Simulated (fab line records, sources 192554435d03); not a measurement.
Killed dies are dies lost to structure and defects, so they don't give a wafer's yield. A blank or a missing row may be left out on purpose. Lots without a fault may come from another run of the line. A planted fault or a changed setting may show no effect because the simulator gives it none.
Which tool did it? | flow n5_finfet | 10 lots, 29 wafers sampled, at 3 steps of a route of 1938

WHAT THE GAUGES READ, wafer by wafer
N5_BEOL_M11_INSPECT_58: inspects for defects (darkfield).
lot  | measured     | on                | raw_defect_count
L597 | day 12 08:55 | defect_inspect-01 | 94 30 37
L596 | day 12 09:11 | defect_inspect-01 | 60 76 72
L598 | day 12 17:08 | defect_inspect-02 | 111 74
L600 | day 13 14:16 | defect_inspect-02 | 77 60 71
L603 | day 14 00:05 | defect_inspect-01 | 94 71 115
L612 | day 15 15:22 | defect_inspect-01 | 41 49 67
L614 | day 17 03:23 | defect_inspect-01 | 81 74 57
L616 | day 17 04:44 | defect_inspect-01 | 88 137 70
L618 | day 18 05:59 | defect_inspect-01 | 42 56 60
L617 | day 18 08:41 | defect_inspect-01 | 86 73 98

WHICH TOOL RAN EACH LOT (tool, then ch and the chambers of the sampled wafers, then the start)
lot  | N5_BEOL_M11_ETCH_66                | N5_BEOL_M11_VIA_ETCH_34
L597 | rie_diel-01 ch 0,1, day 12 05:35   | rie_diel-01 ch 0,1, day 12 05:43
L596 | rie_diel-01 ch 0,1, day 12 06:31   | rie_diel-01 ch 0,1, day 12 06:38
L598 | rie_diel-03 ch 1,3, day 12 11:52   | rie_diel-03 ch 1,3, day 12 11:59
L600 | rie_diel-03 ch 0,3, day 13 10:59   | rie_diel-03 ch 0,3, day 13 11:06
L603 | rie_diel-01 ch 0,2,3, day 13 21:12 | rie_diel-01 ch 0,2,3, day 13 21:20
L612 | rie_diel-01 ch 2,3, day 15 12:22   | rie_diel-01 ch 2,3, day 15 12:29
L614 | rie_diel-04 ch 1,2, day 16 23:50   | rie_diel-04 ch 1,2, day 16 23:58
L616 | rie_diel-01 ch 2,3, day 17 00:45   | rie_diel-01 ch 2,3, day 17 00:53
L618 | rie_diel-01 ch 0,1,2, day 18 02:25 | rie_diel-01 ch 0,1,2, day 18 02:32
L617 | rie_diel-04 ch 0,1,2, day 18 04:49 | rie_diel-04 ch 0,1,2, day 18 04:56
- N5_BEOL_M11_ETCH_66: etches SOC in N2/H2, target depth 120 nm, overetch 24 nm, time 180 s.
- N5_BEOL_M11_VIA_ETCH_34: etches SiCOH lowk in C4F6/O2, target depth 184.5 nm, time 69.2 s.

THE ANSWER, worked out from the rows above alone
Rule: what is usual is taken from the lots themselves. Put in order of their means at a reading, lots are off if they are a third of the lots or fewer, leave a main group of 4 or more, and stand apart from it by a gap of 3 or more times the standard deviation of the main group's means; of several such gaps the widest counts. A main group whose means are all the same, to the digits that the tables above print for the reading, isn't used. A lot without any number at a reading at which 4 lots or more have one is off too. The other lots that the step has rows for count as sound.
No lot is off at any reading shown: from this, nothing can be told.

WHAT THE SIMULATOR HAD PUT IN
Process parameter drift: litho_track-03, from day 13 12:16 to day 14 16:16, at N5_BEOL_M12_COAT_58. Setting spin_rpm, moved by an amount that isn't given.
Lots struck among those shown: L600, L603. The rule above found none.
